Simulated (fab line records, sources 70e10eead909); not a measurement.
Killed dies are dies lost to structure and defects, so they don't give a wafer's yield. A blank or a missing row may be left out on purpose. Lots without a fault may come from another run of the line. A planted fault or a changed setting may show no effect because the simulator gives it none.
Which tool did it? | flow nand_harc | 13 lots, 39 wafers sampled, at 4 steps of a route of 1302

WHAT THE GAUGES READ, wafer by wafer
The record holds no reading of a measuring or inspecting step that can be judged against a usual standard deviation.

WHICH TOOL RAN EACH LOT (tool, then ch and the chambers of the sampled wafers, then the start)
lot  | NHARC_A_STAIRCASE_TRIM_12          | NHARC_A_STAIRCASE_TRIM_16          | NHARC_A_STAIRCASE_TRIM_20          | NHARC_A_STAIRCASE_TRIM_26
L513 | rie_diel-12 ch 0,1,2, day 16 14:32 | rie_diel-12 ch 1,2,3, day 16 15:10 | rie_diel-12 ch 0,1,3, day 16 15:43 | rie_diel-12 ch 1,2,3, no start
L512 | rie_diel-06 ch 0,2,3, day 16 18:01 | rie_diel-06 ch 0,2,3, day 16 18:29 | rie_diel-06 ch 2,3, day 16 19:02   | rie_diel-06 ch 0,2,3, no start
L515 | rie_diel-05 ch 0,1, day 17 02:03   | rie_diel-05 ch 2,3, day 17 02:32   | rie_diel-06 ch 0,1,2, day 17 03:07 | rie_diel-06 ch 0,1, no start
L517 | rie_diel-06 ch 0,2,3, day 17 23:28 | rie_diel-06 ch 0,2,3, day 18 00:10 | rie_diel-06 ch 0,1,2, day 18 01:03 | rie_diel-06 ch 0,3, no start
L518 | rie_diel-06 ch 0,1,3, day 18 19:32 | rie_diel-06 ch 0,1,2, day 18 20:04 | rie_diel-06 ch 0,3, day 18 20:40   | rie_diel-06 ch 0,2,3, no start
L519 | rie_diel-06 ch 1,2,3, day 18 19:43 | rie_diel-06 ch 1,2,3, day 18 20:15 | rie_diel-12 ch 0,1,2, day 18 20:59 | rie_diel-12 ch 0,1,2, no start
L520 | rie_diel-06 ch 0,2,3, day 19 15:12 | rie_diel-06 ch 0,1,2, day 19 15:40 | rie_diel-05 ch 1,2,3, day 19 16:14 | rie_diel-05 ch 0,2,3, no start
L521 | rie_diel-06 ch 1,2, day 20 06:50   | rie_diel-06 ch 0,2,3, day 20 07:17 | rie_diel-06 ch 1,3, day 20 07:51   | rie_diel-06 ch 1,2,3, no start
L522 | rie_diel-12 ch 1,2, day 20 07:05   | rie_diel-12 ch 1,2, day 20 07:32   | rie_diel-12 ch 0,3, day 20 08:06   | rie_diel-12 ch 0,1,2, no start
L527 | rie_diel-05 ch 0,1,3, day 22 06:23 | rie_diel-05 ch 0,1,2, day 22 11:11 | rie_diel-05 ch 1,2,3, day 22 11:45 | rie_diel-05 ch 0,1,2, no start
L531 | rie_diel-06 ch 1,2,3, day 23 16:46 | rie_diel-06 ch 0,2, day 23 17:14   | rie_diel-06 ch 1,2,3, day 23 17:48 | rie_diel-06 ch 1,2, no start
L533 | rie_diel-06 ch 0,2,3, day 24 07:01 | rie_diel-06 ch 0,2,3, day 24 07:29 | rie_diel-06 ch 0,1,2, day 24 08:14 | rie_diel-06 ch 0,1, no start
L534 | rie_diel-12 ch 0,3, day 25 05:59   | rie_diel-12 ch 0,1,3, day 25 06:27 | rie_diel-05 ch 1,2,3, day 25 07:02 | rie_diel-06 ch 0,2, no start
- NHARC_A_STAIRCASE_TRIM_12: chemistry O2, time 211.2 s.
- NHARC_A_STAIRCASE_TRIM_16: chemistry O2, time 211.2 s.
- NHARC_A_STAIRCASE_TRIM_20: chemistry O2, time 211.2 s.
- NHARC_A_STAIRCASE_TRIM_26: chemistry O2, time 211.2 s.

WHAT THE TOOLS THEMSELVES READ (means of the sampled wafers that have a number; where no wafer has one, the mark that the record gives instead)
NHARC_A_STAIRCASE_TRIM_12. Usual: drypump_motor_current_A 5.7 A, standard deviation 0.38; oes_product_au 1.006 a.u., standard deviation 0.016; rf_vpp_V 57.8 V, standard deviation 0.85; run_length_s 232.4 s, standard deviation 0.59; showerhead_plenum_p_Torr 3.55 Torr, standard deviation 0.098; throttle_valve_pct 17.037 %, standard deviation 0.0092.
lot  | tool        | drypump_motor_current_A (A) | oes_product_au (a.u.) | rf_vpp_V (V) | run_length_s (s) | showerhead_plenum_p_Torr (Torr) | throttle_valve_pct (%) | flag
L513 | rie_diel-12 | 5.9                         | 1.008                 | 57.8         | 232.2            | 3.57                            | 17.030                 |
L512 | rie_diel-06 | 5.5                         | 1.006                 | 58.4         | 232.6            | 3.56                            | 17.029                 |
L515 | rie_diel-05 | 6.2                         | 1.002                 | 57.4         | 232.9            | 3.63                            | 17.036                 |
L517 | rie_diel-06 | 5.5                         | 1.000                 | 58.0         | 232.6            | 3.55                            | 17.025                 |
L518 | rie_diel-06 | 5.7                         | 1.021                 | 57.0         | 232.0            | 3.50                            | 17.038                 |
L519 | rie_diel-06 | 5.5                         | 1.004                 | 58.0         | 232.4            | 3.52                            | 17.046                 |
L520 | rie_diel-06 | 5.5                         | 1.000                 | 57.5         | 232.5            | 3.55                            | 17.035                 |
L521 | rie_diel-06 | 5.7                         | 0.998                 | 58.0         | 232.3            | 3.50                            | 17.044                 |
L522 | rie_diel-12 | 6.0                         | 1.022                 | 57.7         | 232.4            | 3.55                            | 17.034                 |
L527 | rie_diel-05 | 5.8                         | 1.000                 | 56.8         | 232.7            | 3.53                            | 17.040                 |
L531 | rie_diel-06 | 5.5                         | 1.004                 | 57.3         | 232.3            | 3.50                            | 17.034                 |
L533 | rie_diel-06 | 5.5                         | 1.005                 | 57.6         | 232.5            | 3.53                            | 17.049                 |
L534 | rie_diel-12 | 5.5                         | 0.996                 | 58.2         | 232.3            | 3.54                            | 17.039                 |

NHARC_A_STAIRCASE_TRIM_16. Usual: drypump_motor_current_A 5.7 A, standard deviation 0.39; oes_product_au 1.006 a.u., standard deviation 0.016; rf_vpp_V 57.9 V, standard deviation 0.8; run_length_s 232.5 s, standard deviation 0.59; showerhead_plenum_p_Torr 3.56 Torr, standard deviation 0.1; throttle_valve_pct 17.037 %, standard deviation 0.0091.
lot  | tool        | drypump_motor_current_A (A) | oes_product_au (a.u.) | rf_vpp_V (V) | run_length_s (s) | showerhead_plenum_p_Torr (Torr) | throttle_valve_pct (%) | flag
L513 | rie_diel-12 | 5.6                         | 1.013                 | 57.6         | 232.6            | 3.58                            | 17.040                 |
L512 | rie_diel-06 | 5.5                         | 1.012                 | 58.9         | 232.4            | 3.56                            | 17.035                 |
L515 | rie_diel-05 | 5.6                         | 1.010                 | 58.2         | 232.3            | 3.69                            | 17.033                 |
L517 | rie_diel-06 | 5.5                         | 1.006                 | 58.1         | 232.6            | 3.55                            | 17.044                 |
L518 | rie_diel-06 | 5.7                         | 0.997                 | 56.9         | 232.6            | 3.53                            | 17.046                 |
L519 | rie_diel-06 | 5.4                         | 1.000                 | 57.4         | 232.3            | 3.52                            | 17.031                 |
L520 | rie_diel-06 | 5.8                         | 0.994                 | 58.0         | 232.4            | 3.53                            | 17.045                 |
L521 | rie_diel-06 | 5.5                         | 0.999                 | 57.6         | 232.6            | 3.54                            | 17.036                 |
L522 | rie_diel-12 | 6.0                         | 1.026                 | 58.4         | 232.4            | 3.54                            | 17.031                 |
L527 | rie_diel-05 | 5.9                         | 1.000                 | 58.6         | 205.4            | 3.63                            | 17.034                 | OFF
L531 | rie_diel-06 | 5.8                         | 1.012                 | 58.1         | 233.0            | 3.54                            | 17.040                 |
L533 | rie_diel-06 | 5.5                         | 1.001                 | 57.5         | 232.5            | 3.53                            | 17.034                 |
L534 | rie_diel-12 | 5.8                         | 0.999                 | 57.3         | 232.1            | 3.52                            | 17.040                 |

NHARC_A_STAIRCASE_TRIM_20. Usual: drypump_motor_current_A 5.7 A, standard deviation 0.39; oes_product_au 1.006 a.u., standard deviation 0.016; rf_vpp_V 57.8 V, standard deviation 0.83; run_length_s 232.4 s, standard deviation 0.6; showerhead_plenum_p_Torr 3.55 Torr, standard deviation 0.091; throttle_valve_pct 17.037 %, standard deviation 0.0098.
lot  | tool        | drypump_motor_current_A (A) | oes_product_au (a.u.) | rf_vpp_V (V) | run_length_s (s) | showerhead_plenum_p_Torr (Torr) | throttle_valve_pct (%) | flag
L513 | rie_diel-12 | 5.8                         | 1.002                 | 57.7         | 232.1            | 3.56                            | 17.033                 |
L512 | rie_diel-06 | 5.2                         | 1.005                 | 58.2         | 232.5            | 3.54                            | 17.043                 |
L515 | rie_diel-06 | 5.7                         | 0.992                 | 57.7         | 232.4            | 3.54                            | 17.025                 |
L517 | rie_diel-06 | 5.8                         | 0.999                 | 57.5         | 232.5            | 3.53                            | 17.032                 |
L518 | rie_diel-06 | 5.8                         | 1.011                 | 57.3         | 232.2            | 3.53                            | 17.041                 |
L519 | rie_diel-12 | 5.9                         | 1.009                 | 57.8         | 232.1            | 3.56                            | 17.037                 |
L520 | rie_diel-05 | 5.8                         | 1.002                 | 57.7         | 232.6            | 3.66                            | 17.047                 |
L521 | rie_diel-06 | 5.7                         | 1.012                 | 57.3         | 231.8            | 3.46                            | 17.034                 |
L522 | rie_diel-12 | 5.5                         | 1.008                 | 57.5         | 232.4            | 3.56                            | 17.029                 |
L527 | rie_diel-05 | 5.8                         | 1.002                 | 58.1         | 232.7            | 3.65                            | 17.035                 |
L531 | rie_diel-06 | 5.5                         | 1.001                 | 57.4         | 232.5            | 3.50                            | 17.036                 |
L533 | rie_diel-06 | 5.8                         | 1.008                 | 57.8         | 232.6            | 3.51                            | 17.040                 |
L534 | rie_diel-05 | 5.9                         | 1.011                 | 58.3         | 232.5            | 3.63                            | 17.043                 |

NHARC_A_STAIRCASE_TRIM_26. Usual: drypump_motor_current_A 5.7 A, standard deviation 0.39; oes_product_au 1.005 a.u., standard deviation 0.016; rf_vpp_V 57.7 V, standard deviation 0.8; run_length_s 232.4 s, standard deviation 0.57; showerhead_plenum_p_Torr 3.55 Torr, standard deviation 0.09; throttle_valve_pct 17.036 %, standard deviation 0.0093.
lot  | tool        | drypump_motor_current_A (A) | oes_product_au (a.u.) | rf_vpp_V (V) | run_length_s (s) | showerhead_plenum_p_Torr (Torr) | throttle_valve_pct (%) | flag
L513 | rie_diel-12 | 5.6                         | 1.011                 | 57.9         | 232.3            | 3.58                            | 17.036                 |
L512 | rie_diel-06 | 5.5                         | 1.003                 | 57.8         | 232.4            | 3.56                            | 17.046                 |
L515 | rie_diel-06 | 6.0                         | 1.007                 | 57.4         | 232.3            | 3.50                            | 17.031                 |
L517 | rie_diel-06 | 5.5                         | 1.021                 | 56.8         | 232.1            | 3.52                            | 17.029                 |
L518 | rie_diel-06 | 5.5                         | 1.010                 | 57.0         | 232.5            | 3.55                            | 17.042                 |
L519 | rie_diel-12 | 5.9                         | 1.009                 | 57.4         | 232.1            | 3.56                            | 17.040                 |
L520 | rie_diel-05 | 5.6                         | 1.006                 | 58.0         | 232.4            | 3.56                            | 17.034                 |
L521 | rie_diel-06 | 5.5                         | 1.001                 | 57.9         | 232.2            | 3.51                            | 17.034                 |
L522 | rie_diel-12 | 5.9                         | 1.012                 | 58.2         | 232.4            | 3.55                            | 17.039                 |
L527 | rie_diel-05 | 5.9                         | 1.002                 | 58.1         | 232.4            | 3.63                            | 17.038                 |
L531 | rie_diel-06 | 5.7                         | 1.012                 | 57.5         | 232.2            | 3.48                            | 17.047                 |
L533 | rie_diel-06 | 6.0                         | 1.015                 | 57.9         | 232.2            | 3.50                            | 17.039                 |
L534 | rie_diel-06 | 5.6                         | 0.997                 | 57.5         | 232.9            | 3.56                            | 17.030                 |

THE ANSWER, worked out from the rows above alone
Rule: a lot is off if the mean of its wafers that have a number lies more than 3 standard deviations from the usual mean. A lot without any number at a reading at which 4 lots or more have one is off too. The other lots that the step has rows for count as sound. The gauges are gone through in route order, then the tools' own readings, and for those a lot's mean is taken as printed above. The first step at which some lot is off is used, and at that step the reading that is off furthest; a lot without a number counts as furthest.
Off: L527, at NHARC_A_STAIRCASE_TRIM_16 (run_length_s).
A tool fits if, at that step or a process step before it, it ran every lot that is off, and no sound lot after the first of them. One fits: rie_diel-05 at NHARC_A_STAIRCASE_TRIM_12 and NHARC_A_STAIRCASE_TRIM_16. At NHARC_A_STAIRCASE_TRIM_12 its last sound lot is L515 (day 17 02:03), its first lot that is off L527 (day 22 06:23): a fault that began between those two fits.

WHAT THE SIMULATOR HAD PUT IN
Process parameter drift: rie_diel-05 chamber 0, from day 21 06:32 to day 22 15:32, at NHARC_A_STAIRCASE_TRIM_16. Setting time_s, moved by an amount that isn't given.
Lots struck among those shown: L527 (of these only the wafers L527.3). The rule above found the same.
